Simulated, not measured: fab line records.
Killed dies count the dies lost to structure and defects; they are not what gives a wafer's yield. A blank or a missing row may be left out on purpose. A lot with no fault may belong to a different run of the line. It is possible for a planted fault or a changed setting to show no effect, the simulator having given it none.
Comparing a struck lot with a sound one :: flow nandHarc :: 15 steps out of a route of 1302
Sound: the wafers L637.1, L637.2, L637.6. Struck: wafer L647.2. (L647.5, L647.6 of the same lot were not struck and are left out.) The cause comes at the end.
Order at every step that has rows: each side's tool, ch and its chambers, its first start. Under that, the readings that differ: sound wafers :: struck wafers :: difference of the means :: sigmas: that difference in standard deviations of wafers without a fault.
alike: readings whose means differ by less than 2 such deviations, and words and numbers that are the same on both sides. not compared: withheld readings, readings that some wafer has no value for, bounds like >300 that may hide the same value, and numbers for which the record gives no deviation and whose values overlap.
The two part at a step that has a row with sigmas, a row that says differs or no value, or rows on one side only. Numbers that don't overlap but have no deviation are shown without sigmas and don't part them. Lack of a reading on every wafer of one side parts them only where that side has two or more wafers.

first, 7 steps without rows for these wafers: NHARC_A_BONDPAD_COAT_33 (time 65 s); NHARC_A_BONDPAD_COAT_03 (resist thk 600 nm); NHARC_A_BONDPAD_SOFTBAKE_04 (time 70 s); NHARC_A_BONDPAD_EBR_05; NHARC_A_BONDPAD_EXPOSE_06 (exposes mask A BPAD); NHARC_A_BONDPAD_PEB_07 (peb time 80 s); NHARC_A_BONDPAD_DEVELOP_08 (time 50 s).
NHARC_A_BONDPAD_CD_MEAS_09 targets a cd of 500 nm.
  sound on cdSem-01 ch 0, day 25 17:59; struck on cdSem-03 ch 0, day 29 20:31
  alike: cdNm
NHARC_A_BONDPAD_OVL_MEAS_35:
  sound on overlay-01 at day 25 18:05; struck on overlay-02 at day 29 20:35
  alike: overlayXNm, overlayYNm
then, 1 step without rows for these wafers: NHARC_A_BONDPAD_HARDBAKE_10 (time 65 s).
NHARC_A_BONDPAD_DESCUM_11: chemistry O2, time 3 s.
  sound on rieDiel-04 ch 0,1,3, day 25 18:14; struck on rieDiel-04 ch 0, day 29 20:43
  alike: drypumpMotorCurrentA, mfcArSccm, oesProductAu, rfVppV, showerheadPlenumPTorr, throttleValvePct
  not compared: rfHoursCounterH
NHARC_A_BONDPAD_ETCH_34: etches the open film in N2/H2, target depth 60 nm, overetch 18 nm, time 65.91 s.
  sound on rieDiel-04 ch 1,3, day 25 18:18; struck on rieDiel-04 ch 2, day 29 20:49
  alike: drypumpMotorCurrentA, mfcArSccm, oesProductAu, rfFwdPowerW, rfVppV, showerheadPlenumPTorr, throttleValvePct
  not compared: rfHoursCounterH
NHARC_A_BONDPAD_ETCH_12: etches the open film in CHF3/O2, target depth 220 nm, time 110 s.
  sound on rieDiel-04 ch 0,1,3, day 25 18:23; struck on rieDiel-04 ch 3, day 29 20:55
reading: oesProductAu (a.u.)
sound: 0.968 0.957 0.969
struck: 0.726
difference: -0.239
sigmas: -11

reading: rfFwdPowerW (W)
sound: 499.4 494.1 495.5
struck: 295.8
difference: -200.5
sigmas: -99 or more
  alike: drypumpMotorCurrentA, mfcArSccm, rfVppV, showerheadPlenumPTorr, throttleValvePct
  not compared: rfHoursCounterH
NHARC_A_BONDPAD_CD_MEAS_13:
  sound on cdSem-02 at day 25 18:32; struck on cdSem-02 at day 29 21:02
  alike: cdNm
NHARC_END_SORT_01:
  sound on prober-02 ch 0, day 27 00:57; struck on prober-02 ch 0, day 31 02:56
reading: defectLimitedYield (%)
sound: 91.6 94.1 89.5
struck: 0
difference: -92
sigmas: -37

reading: killedAtArray
sound: 54 39 65
struck: 672
difference: +619
sigmas: +36

reading: killedDies
sound: 57 40 71
struck: 677
difference: +621
sigmas: +37
  alike: killedAtOther, killedAtPeriphery, killedOpen, killedShort

== WHERE THEY PART ==
Earliest at NHARC_A_BONDPAD_ETCH_12; latest, in this record, at NHARC_END_SORT_01.

WHY: whatever the simulator had introduced
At NHARC_A_BONDPAD_ETCH_12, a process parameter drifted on rieDiel-04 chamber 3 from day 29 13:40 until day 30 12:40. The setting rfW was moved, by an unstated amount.
